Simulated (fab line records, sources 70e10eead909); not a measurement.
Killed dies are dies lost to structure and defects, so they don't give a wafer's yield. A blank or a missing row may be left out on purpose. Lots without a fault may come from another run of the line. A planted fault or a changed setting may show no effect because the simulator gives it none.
fab line records | flow nand_harc
record lots=13 wafers=38 last_day=32
route steps=1302 shown A_M0@1161 A_M1@1191 THIN_TSV@1273 END@1302
lots that met no fault: from a run of the same line without faults
start_h: hours from the record's first day to the start of the lot's first wafer shown | wait_h: hours since the lot's step before | " the same as in the row above | L1.1+2: a row that stands for several wafers | - no value, or no start given | * or withheld: withheld | < > ~ a bound
route shown NAME@n: a module of which the file shows steps, and the number in the route of the first | usual: mean/standard deviation of fault-free wafers | same: alike in all rows | chamber/n: place in a boat | sites: the reading at each site | _std_site: their standard deviation | _edge_site: outer sites' mean less inner sites' | radius_mm: how far each site lies from the wafer's centre | mask NAME#n: copy n | behind: the tool/chamber that last shaped the wafer | hold: why the lot was held/for how many hours/how that ended | device: the transistor (n, p or np) that didn't switch | end of line: the same wafers' tests at the end of the route | a step without rows: its recipe alone | killed: dies lost to structure and defects at the first sort, not the wafer's yield | map: a wafer's dies, x killed, . not, _ none there
set.NAME: the setting as run; set.NAME@STEP: as run at that earlier step | model.NAME: the simulator's own value behind a step, which no gauge read
steps of the route over a sample of lots; a table a step, a row a wafer
services: from which hour (start_h, from the record's first day; less than 0 if before it) a tool's chamber was out of use, for how many hours, and why
## steps
# step NHARC_A_M0_ANNEAL_30
# recipe temp_c=225 time_s=90
# usual wafer_temp_C_max=225.8/0.32
# columns lot.wafer tool chamber start_h wait_h wafer_temp_C_max
L894.2 rtp_anneal-02 0 522.00 0.4 225.9
L894.3 " 0 " " 226.3
L894.5 " 0 " " 226.2
L895.2 rtp_anneal-01 0 525.57 - 225.6
L895.3 " 0 " " 225.5
L895.5 " 0 " " 225.6
L896.3 rtp_anneal-02 0 535.67 0.3 226.3
L896.5 " 0 " " 226.3
L896.6 " 0 " " 226.3
L897.2 rtp_anneal-01 0 564.22 0.4 225.7
L897.4 " 0 " " 225.6
L897.6 " 0 " " 225.8
L899.2 rtp_anneal-01 0 566.44 0.4 225.7
L899.5 " 0 " " 225.6
L899.6 " 0 " " 225.6
L898.3 rtp_anneal-01 0 571.22 0.3 225.6
L898.4 " 0 " " 225.4
L898.5 " 0 " " 225.4
L900.3 rtp_anneal-02 0 583.97 0.3 226.1
L900.4 " 0 " " 225.7
L900.6 " 0 " " 226.2
L901.2 rtp_anneal-01 0 607.25 - 225.5
L901.4 " 0 " " 225.6
L901.6 " 0 " " 225.6
L904.3 rtp_anneal-01 0 611.56 0.3 225.5
L904.4 " 0 " " 225.7
L904.6 " 0 " " 225.6
L903.2 rtp_anneal-01 0 612.60 - 225.8
L903.3 " 0 " " 225.5
L903.4 " 0 " " 225.6
L905.2 rtp_anneal-02 0 639.44 0.4 226.3
L905.3 " 0 " " 226.0
L905.5 " 0 " " 225.8
L908.2 rtp_anneal-02 0 657.74 0.3 226.0
L908.3 " 0 " " 226.1
L908.6 " 0 " " 225.7
L914.5 rtp_anneal-01 0 716.13 - 225.5
L914.6 " 0 " " 225.5
# step NHARC_A_M0_CMP_23
# recipe t_overpolish_s=20 target_thk_nm=113.75
# usual motor_current_A=11.6/0.96 time_to_endpoint_s=29.3/2.6
# columns lot.wafer tool chamber start_h wait_h motor_current_A time_to_endpoint_s
L894.2 cmp-04 1 522.32 - 10.9 32.0
L894.3 " 2 " " 9.6 34.8
L894.5 " 0 " " 11.9 30.0
L895.2 cmp-01 1 525.86 - 11.3 26.0
L895.3 " 0 " " 12.8 26.9
L895.5 " 1 " " 11.4 28.7
L896.3 cmp-01 1 535.94 - 11.4 29.3
L896.6 " 0 " " 11.5 26.1
L896.5 " 1 " " 11.4 27.6
L897.2 cmp-03 1 564.53 - 10.8 27.5
L897.4 " 0 " " 12.2 28.0
L897.6 " 2 " " 11.6 25.7
L899.2 cmp-03 1 566.74 - 10.5 24.7
L899.5 " 1 " " 10.8 27.3
L899.6 " 2 " " 11.3 22.9
L898.4 cmp-04 3 571.49 - 13.3 32.1
L898.3 " 0 " " 11.2 30.3
L898.5 " 2 " " 9.6 32.9
L900.3 cmp-01 2 584.21 - 11.4 32.0
L900.4 " 0 " " 12.3 27.6
L900.6 " 3 " " 12.2 32.2
L901.4 cmp-01 1 607.57 - 11.9 28.2
L901.2 " 2 " " 11.2 31.4
L901.6 " 1 " " 11.4 28.6
L904.3 cmp-04 0 611.83 - 11.8 33.5
L904.4 " 2 " " 10.2 33.0
L904.6 " 0 " " 11.2 33.7
L903.4 cmp-03 3 612.91 - 11.5 29.4
L903.2 " 0 " " 12.0 34.8
L903.3 " 1 " " 10.8 30.9
L905.3 cmp-01 2 639.76 - 10.4 30.7
L905.2 " 0 " " 11.3 25.2
L905.5 " 1 " " 11.0 27.8
L908.2 cmp-01 0 658.07 - 13.1 28.8
L908.3 " 2 " " 11.1 33.0
L908.6 " 0 " " 12.4 26.6
L914.5 cmp-01 3 716.38 - 11.6 25.3
L914.6 " 0 " " 11.8 24.6
# step NHARC_A_M1_PVD_20
# recipe target_thk_a=50 bias_v=168.6 power_w=15000 chamber_pressure_pa=0.12 time_s=8.06 substrate_temp_c=50 material=TaN
# usual throttle_valve_pct=29.3/1.1
# columns lot.wafer tool chamber start_h wait_h throttle_valve_pct
L894.2 pvd_sputter-01 - - - 30.3
L894.3 " - " " 28.3
L894.5 " - " " 30.1
L895.2 pvd_sputter-01 - - - 28.2
L895.3 " - " " 31.2
L895.5 " - " " 28.1
L896.3 pvd_sputter-01 - - - 31.2
L896.5 " - " " 28.0
L896.6 " - " " 31.3
L897.4 pvd_sputter-01 - - - 28.3
L897.2 " - " " 31.5
L897.6 " - " " 28.2
L899.2 pvd_sputter-03 - - - 28.1
L899.5 " - " " 29.7
L899.6 " - " " 27.9
L898.4 pvd_sputter-01 - - - 30.5
L898.3 " - " " 28.1
L898.5 " - " " 31.2
L900.3 pvd_sputter-01 - - - 30.4
L900.4 " - " " 28.2
L900.6 " - " " 28.2
L901.4 pvd_sputter-01 - - - 31.0
L901.2 " - " " 28.8
L901.6 " - " " 30.9
L904.3 pvd_sputter-03 - - - 29.7
L904.4 " - " " 30.8
L904.6 " - " " 28.0
L903.3 pvd_sputter-03 - - - 30.9
L903.2 " - " " 28.1
L903.4 " - " " 29.3
L905.3 pvd_sputter-03 - - - 31.0
L905.2 " - " " 29.6
L905.5 " - " " 28.4
L908.3 pvd_sputter-02 - - - 28.6
L908.2 " - " " 29.1
L908.6 " - " " 28.7
L914.6 pvd_sputter-01 - - - 29.7
L914.5 " - " " 28.9
# step NHARC_THIN_TSV_PVD_51
# recipe target_thk_a=1000 chamber_pressure_pa=5 material=Cu
# usual throttle_valve_pct=29.3/0.88
# columns lot.wafer tool chamber start_h wait_h throttle_valve_pct
L894.3 pvd_sputter-01 - 545.06 - 28.4
L894.2 " - " " 31.2
L894.5 " - " " 30.4
L895.2 pvd_sputter-02 - 550.53 - 28.9
L895.3 " - " " 29.7
L895.5 " - " " 28.7
L896.3 pvd_sputter-03 - 561.19 - 30.8
L896.6 " - " " 28.1
L896.5 " - " " 29.3
L899.2 pvd_sputter-02 - 589.55 - 28.9
L899.5 " - " " 29.5
L899.6 " - " " 29.5
L897.2 pvd_sputter-03 - 590.50 - 30.9
L897.4 " - " " 28.6
L897.6 " - " " 28.3
L898.4 pvd_sputter-03 - 595.87 - 31.2
L898.3 " - " " 28.5
L898.5 " - " " 31.0
L900.4 pvd_sputter-01 - 609.01 - 29.6
L900.3 " - " " 28.6
L900.6 " - " " 28.8
L901.2 pvd_sputter-01 - 633.64 - 29.5
L901.4 " - " " 28.7
L901.6 " - " " 28.7
L904.3 pvd_sputter-03 - 636.02 - 28.4
L904.4 " - " " 31.0
L904.6 " - " " 29.4
L903.4 pvd_sputter-02 - 638.00 - 29.0
L903.2 " - " " 29.4
L903.3 " - " " 29.6
L905.3 pvd_sputter-03 - 666.06 - 30.9
L905.2 " - " " 28.0
L905.5 " - " " 31.1
L908.3 pvd_sputter-02 - 684.57 - 29.2
L908.2 " - " " 28.9
L908.6 " - " " 29.2
L914.6 pvd_sputter-02 - 749.64 - 29.0
L914.5 " - " " 28.7
# step NHARC_END_SORT_01
# recipe temp_c=25
# usual defect_limited_yield=91.5/2.9 killed_at_array=53/20 killed_at_other=1/1.2 killed_at_periphery=3.7/2.6 killed_dies=58/20 killed_open=3.5/1.8 killed_short=2.4/1.7 sort_bin_2_pct=3.1/1.3 sort_bin_3_pct=0.6/0.4 sort_bin_4_pct=4.9/1.7 sort_n_pass=619/20 sort_rim_yield_pct=92/4 sort_yield_pct=91.5/2.9
# same gross_dies=677 sort_bin_5_pct[%]=0 sort_bin_6_pct[%]=0 sort_bin_7_pct[%]=0 sort_bin_8_pct[%]=0 sort_rim_n_gross=106.00
# columns lot.wafer tool chamber start_h wait_h defect_limited_yield[%] killed_at_array killed_at_other killed_at_periphery killed_dies killed_open killed_short sort_bin_2_pct[%] sort_bin_3_pct[%] sort_bin_4_pct[%] sort_n_pass sort_rim_yield_pct[%] sort_yield_pct[%]
L914.5 prober-01 0 767.55 3.7 92.2 52 0 1 53 5 5 2.5 0.7 4.6 624 94 92.2
L914.6 prober-01 0 768.35 4.0 0 52 624 1 677 1 3 94.5 0.7 4.7 0 0 0
# killed by level:class
L914.5 A_CHANNEL_HOLE_D1:chamber_film_flake=25 A_CONTACT:chamber_film_flake=5 A_SLIT:chamber_film_flake=4 A_STAIRCASE:chamber_film_flake=3 A_CHANNEL_HOLE_D2:geometric_particle:short=2 A_CHANNEL_FILL_D2:geometric_particle:open=2 A_CHANNEL_HOLE_D2:chamber_film_flake=2 A_M1:chamber_film_flake=2
L914.6 THIN_TSV:area_pvd=624 A_CHANNEL_HOLE_D1:chamber_film_flake=34 A_CONTACT:chamber_film_flake=5 A_SLIT:chamber_film_flake=5 A_M1:chamber_film_flake=4 A_CHANNEL_FILL_D1:geometric_particle:short=2 P_CONTACT:geometric_particle:short=1 A_WL_FILL:geometric_particle:open=1
## services
# columns tool chamber start_h hours kind
cmp-04 - 503.00 4.0 pm
pvd_sputter-03 - 526.01 10.0 pm
pvd_sputter-02 - 533.43 6.7 repair
pvd_sputter-03 - 538.64 4.8 repair
cmp-01 - 540.50 4.1 repair
cmp-03 - 554.11 4.0 pm
pvd_sputter-02 - 572.80 15.3 repair
cmp-03 - 574.87 1.3 repair
cmp-01 - 577.52 4.0 pm
pvd_sputter-01 - 588.01 10.0 pm
cmp-04 - 601.00 4.0 pm
pvd_sputter-02 - 610.30 15.0 repair
cmp-01 - 621.20 0.6 repair
pvd_sputter-03 - 631.29 2.7 repair
pvd_sputter-02 - 638.08 10.0 pm
pvd_sputter-01 - 642.25 21.2 repair
cmp-03 - 652.11 4.0 pm
cmp-04 - 656.55 1.7 repair
cmp-01 - 675.52 4.0 pm
cmp-03 - 683.07 0.4 repair
pvd_sputter-03 - 704.01 10.0 pm
cmp-01 - 743.07 5.8 repair
rtp_anneal-02 - 744.00 12.0 pm
pvd_sputter-01 - 747.46 3.6 repair
## key
first_sign step=NHARC_END_SORT_01 reading=killed_at_other direction=up sigmas=99+ usual=1 struck=624
effect step=NHARC_END_SORT_01 reading=sort_bin_2_pct direction=up sigmas=73 usual=3.1 struck=94.5
more_kills_born_at NHARC_THIN_TSV_PVD_51@pvd_sputter-02=624
met_at NHARC_THIN_TSV_PVD_51
struck_lots L914
struck_wafers L914.6
later_rows_left_out L914.6
not_acting_at NHARC_A_M0_ANNEAL_30,NHARC_A_M0_CMP_23,NHARC_A_M1_PVD_20
onset_between 684.57 749.64
fault kind=process_parameter_drift tool=pvd_sputter-02 chamber=- onset_h=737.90 steps=NHARC_THIN_TSV_PVD_51 channel=target_thk_a offset=* shape=step end_h=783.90 scope=struck_wafers_only acts_in=* stated=*
# later_rows_left_out: the simulator's readings of these wafers behind a module that went badly wrong aren't trusted and aren't shown, but for the sort
